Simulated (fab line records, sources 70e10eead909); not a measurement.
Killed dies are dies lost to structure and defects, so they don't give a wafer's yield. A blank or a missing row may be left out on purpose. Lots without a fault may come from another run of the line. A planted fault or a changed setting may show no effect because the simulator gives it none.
A struck lot beside a sound one | flow nand_harc | 13 steps out of a route of 1159
Sound: wafers L847.2, L847.4, L847.5. Struck: wafers L853.1, L853.2, L853.3. The cause comes at the end.
At each step with rows: each side's tool, then ch and its chambers, then its first start. Under that, the readings that differ: sound wafers | struck wafers | difference of the means | sigmas: that difference in standard deviations of wafers without a fault.
alike: readings whose means differ by less than 2 such deviations, and words and numbers that are the same on both sides. not compared: withheld readings, readings that some wafer has no value for, bounds like >300 that may hide the same value, and numbers for which the record gives no deviation and whose values overlap.
The two part at a step that has a row with sigmas, a row that says differs or no value, or rows on one side only. Numbers that don't overlap but have no deviation are shown without sigmas and don't part them. A reading that every wafer of one side lacks parts them only if that side has two wafers or more.

NHARC_A_STAIRCASE_DESCUM_291: chemistry O2, time 3 s.
  sound on rie_diel-12 ch 0,3, day 11 23:12; struck on rie_diel-11 ch 0,2,3, day 13 03:50
  alike: drypump_motor_current_A, oes_product_au, rf_vpp_V, showerhead_plenum_p_Torr, throttle_valve_pct
  not compared: rf_hours_counter_h
NHARC_A_STAIRCASE_ETCH_292: etches the open film in CF4/CHF3.
  sound on rie_diel-12 ch 0,3, day 11 23:17; struck on rie_diel-11 ch 0,1,2, day 13 03:56
  reading               | sound             | struck            | difference | sigmas
  oes_product_au (a.u.) | 0.924 0.918 0.930 | 0.972 0.966 0.989 | +0.052     | +2
  alike: drypump_motor_current_A, rf_vpp_V, showerhead_plenum_p_Torr, throttle_valve_pct
  not compared: rf_hours_counter_h
NHARC_A_STAIRCASE_HM_OPEN_460: chemistry O2/COS.
  sound on rie_diel-12 ch 1,2,3; struck on rie_diel-11 ch 0,2,3
  alike: drypump_motor_current_A, oes_product_au, rf_vpp_V, showerhead_plenum_p_Torr, throttle_valve_pct
  not compared: rf_hours_counter_h
then, 1 step without rows for these wafers: NHARC_A_STAIRCASE_STRIP_461 (strips in O2/COS).
NHARC_A_STAIRCASE_ETCH_452: etches the open film in CF4/O2, target depth 30 nm, overetch 3 nm, time 16.5 s.
  sound on rie_diel-12 ch 1,2,3; struck on rie_diel-11 ch 0,2,3
  alike: drypump_motor_current_A, oes_o_777_au, oes_product_au, rf_vpp_V, showerhead_plenum_p_Torr, throttle_valve_pct
  not compared: rf_hours_counter_h
NHARC_A_STAIRCASE_ETCH_294: etches the open film in C4F8/O2/Ar, target depth 4992 nm, time 1212.4 s.
  sound on rie_diel-12 ch 0,1,2; struck on rie_diel-11 ch 0,1,2
  alike: oes_product_au, rf_vpp_V
  not compared: rf_hours_counter_h
then, 5 steps without rows for these wafers: NHARC_A_STAIRCASE_STRIP_295 (strips in O2); NHARC_A_STAIRCASE_STRIP_296 (strips in SPM, time 900 s); NHARC_A_STAIRCASE_PRECLEAN_297 (cleans in SC1); NHARC_A_STAIRCASE_SRD_298; NHARC_A_STAIRCASE_HM_DEP_462 (deposits aC, target thk 800 nm).
NHARC_A_STAIRCASE_DEP_301: deposits SiON, target thk 30 nm.
  sound on pecvd-03 ch 0,2, day 12 03:28; struck on pecvd-04 ch 0,1,2, day 13 13:01
  reading            | sound             | struck            | difference | sigmas
  rf_fwd_power_W (W) | 351.4 349.5 348.2 | 487.9 489.7 489.4 | +139.3     | +99 or more
  alike: heater_power_w, showerhead_vpp_V
then, 1 step without rows for these wafers: NHARC_A_STAIRCASE_DEHYDRATE_302 (time 120 s).

WHERE THEY PART
First at NHARC_A_STAIRCASE_ETCH_292; last, within this record, at NHARC_A_STAIRCASE_DEP_301.

WHY: what the simulator had put in
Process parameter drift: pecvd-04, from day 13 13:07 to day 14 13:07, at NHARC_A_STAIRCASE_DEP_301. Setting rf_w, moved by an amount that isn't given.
